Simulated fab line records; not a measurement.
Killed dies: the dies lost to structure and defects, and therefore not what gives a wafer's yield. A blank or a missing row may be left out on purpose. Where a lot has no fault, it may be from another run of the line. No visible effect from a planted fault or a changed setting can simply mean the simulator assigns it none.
3 desks looking at one fault / flow n5-finfet / every desk sees just its own numbers, and what lay behind them comes last

TOOL OWNER'S DESK, rie-diel-02
The tool's own readings at N5_BEOL_M4_ETCH_74 (etches underlayer in N2/H2, target depth 6.5 nm, time 5.2 s): means of the sampled wafers that have a number, for each lot that ran on this tool. The brackets show how far a lot's mean lies from the usual mean; more than 4 standard deviations puts the lot out of limits, marked OUT.
Columns: A = drypump-motor-current-A at N5_BEOL_M4_ETCH_74, usual 5.6 A; B = etch-rf-on-time-s at N5_BEOL_M4_ETCH_74, usual 5.21 s; C = oes-product-au at N5_BEOL_M4_ETCH_74, usual 0.68 a.u.; D = rf-fwd-power-W at N5_BEOL_M4_ETCH_74, usual 819.6 W; E = rf-vpp-V at N5_BEOL_M4_ETCH_74, usual 524 V; F = showerhead-plenum-p-Torr at N5_BEOL_M4_ETCH_74, usual 2.56 Torr; G = throttle-valve-pct at N5_BEOL_M4_ETCH_74, usual 17.94 %
lot=L468; first seen here=day 8 02:44; A=5.7; B=5.15; C=0.67; D=821.3; E=526; F=2.62; G=17.97
lot=L470; first seen here=day 8 03:01; A=5.7; B=5.12; C=0.67; D=818.9; E=526; F=2.63; G=17.97
lot=L481; first seen here=day 12 03:48; A=5.6; B=5.15; C=0.72; D=821.8; E=526; F=2.61; G=17.98
lot=L482; first seen here=day 12 07:07; A=5.7; B=5.16; C=0.65; D=816.3; E=524; F=2.61; G=18.03
lot=L483; first seen here=day 12 09:16; A=5.7; B=5.16; C=0.64; D=817.3; E=525; F=2.61; G=18.04
Finding of this desk: none of the 5 lots has anything out of limits.

AT THE METROLOGY DESK
Lot by lot, what the gauges showed, no matter which tool ran the lot: averages of those sampled wafers that carry a number. The brackets show how far a lot's mean lies from the usual mean; more than 4 standard deviations puts the lot out of limits, marked OUT. Of its 10 readings 7 are shown: those that lie furthest out on some lot.
Columns: A = DIBL_P at N5_BEOL_M4_RC_MEAS_101, usual 35.8 mV/V; B = IOFF_N at N5_BEOL_M4_RC_MEAS_101, usual 0.154 nA/um; C = IOFF_P at N5_BEOL_M4_RC_MEAS_101, usual 0.21 nA/um; D = ION_N at N5_BEOL_M4_RC_MEAS_101, usual 672 uA/um; E = ION_P at N5_BEOL_M4_RC_MEAS_101, usual 462 uA/um; F = VT_N at N5_BEOL_M4_RC_MEAS_101, usual 250.4 mV; G = VT_P at N5_BEOL_M4_RC_MEAS_101, usual -250 mV
lot=L468; first seen here=day 8 08:09; A=36.5; B=0.166; C=0.19; D=665; E=453; F=249.5; G=-253
lot=L470; first seen here=day 8 09:25; A=37.5; B=0.166; C=0.20; D=675; E=458; F=248.9; G=-252
lot=L478; first seen here=day 11 12:22; A=36.3; B=0.146; C=0.18; D=666; E=454; F=251.6; G=-254
lot=L480; first seen here=day 12 03:29; A=36.0; B=0.156; C=0.18; D=669; E=453; F=250.9; G=-256
lot=L482; first seen here=day 12 18:56; A=35.0; B=0.146; C=0.21; D=670; E=466; F=249.1; G=-249
lot=L481; first seen here=day 12 19:08; A=36.4; B=0.159; C=0.20; D=673; E=460; F=250.3; G=-252
lot=L483; first seen here=day 12 21:00; A=35.2; B=0.149; C=0.24; D=668; E=469; F=253.0; G=-246
lot=L484; first seen here=day 12 23:16; A=38.1; B=0.193; C=0.26; D=688; E=471; F=247.0; G=-245
Finding of this desk: none of the 8 lots has anything out of limits.

THE DEFECT DESK
Lot by lot, what the route's inspections counted, given as the mean of those sampled wafers with a number. The brackets show how far a lot's mean lies from the usual mean; more than 4 standard deviations puts the lot out of limits, marked OUT.
Columns: A = raw-defect-count at N5_BEOL_M4_INSPECT_30, usual 385
lot=L468; first seen here=day 8 03:32; A=837 (+4.5) OUT
lot=L470; first seen here=day 8 03:55; A=499
lot=L478; first seen here=day 11 04:53; A=273
lot=L480; first seen here=day 11 17:27; A=309
lot=L481; first seen here=day 12 04:44; A=438
lot=L482; first seen here=day 12 07:55; A=533
lot=L483; first seen here=day 12 10:14; A=357
lot=L484; first seen here=day 12 11:03; A=377
This desk's finding: out of limits on L468; first on L468, day 8 03:32 (raw-defect-count at N5_BEOL_M4_INSPECT_30). In limits: L470, L478, L480, L481, L482, L483, L484.

ALL TOGETHER
The defect desk could have raised an alarm at day 8 03:32, on L468.
The desk of the tool owner found nothing out of limits.
At the metrology desk, nothing out of limits was observed.
On record at the tool owner's desk: L468, within its limits.
The metrology desk has L468 on record, within its limits.
N5_BEOL_M4_ETCH_74 was run on rie-diel-02 by each of the lots named.

WHAT WAS PUT IN BY THE SIMULATOR
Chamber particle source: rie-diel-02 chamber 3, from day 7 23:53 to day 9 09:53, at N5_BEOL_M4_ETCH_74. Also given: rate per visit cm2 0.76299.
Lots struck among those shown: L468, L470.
Hours from the fault's start to each desk's first reading out of limits: the defect desk, 4.
